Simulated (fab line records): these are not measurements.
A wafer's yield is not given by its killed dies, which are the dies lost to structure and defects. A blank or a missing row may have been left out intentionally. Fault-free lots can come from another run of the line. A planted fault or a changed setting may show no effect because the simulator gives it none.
Chamber matching -- flow nand-harc -- NHARC_A_STAIRCASE_DESCUM_186 on rie-diel-11: 4 sister chambers
The step chemistry O2, time 3 s. 8 wafers are shown with their chamber, then 7 later ones without.

== WAFERS, EACH WITH ITS CHAMBER ==
wafer,chamber,showerhead-plenum-p-Torr (Torr),rf-vpp-V (V)
L077.4,1,2.00,59.0
L082.2,3,1.89,57.4
L082.6,0,1.97,58.9
L084.1,3,1.89,56.6
L084.2,1,1.99,58.5
L084.4,2,1.96,58.1
L087.1,0,1.97,58.7
L087.2,2,1.96,59.1

== WAFERS WITH NO CHAMBER GIVEN ==
wafer,showerhead-plenum-p-Torr (Torr),rf-vpp-V (V)
L087.3,1.89,57.3
L090.2,1.88,58.0
L090.5,1.88,58.5
L090.6,1.95,57.4
L095.1,1.88,55.7
L095.4,1.95,57.6
L095.5,1.88,56.9

== CHAMBER TAKEN BY EACH ==
wafer,from the rows above,in truth
L087.3,3,3
L090.2,3,3
L090.5,3,3
L090.6,2,2
L095.1,3,3
L095.4,2,2
L095.5,3,3
Correct placement for 7 of the 7. Left unplaced by these rows: 0. Wrongly placed: 0.
How it was worked out, from the rows above alone: a wafer's distance from a chamber is the root of the sum, over the readings, of the square of ((its reading less the chamber's mean) divided by the reading's scatter). If the next closest chamber is less than 2 further off than the closest, the wafer can't be placed; otherwise it belongs to the closest. Each chamber's mean is taken over the wafers shown for it. The scatter: take each reading less its chamber's mean, square it, sum over the shown wafers, divide by the number of wafers less the number of chambers, and take the root.
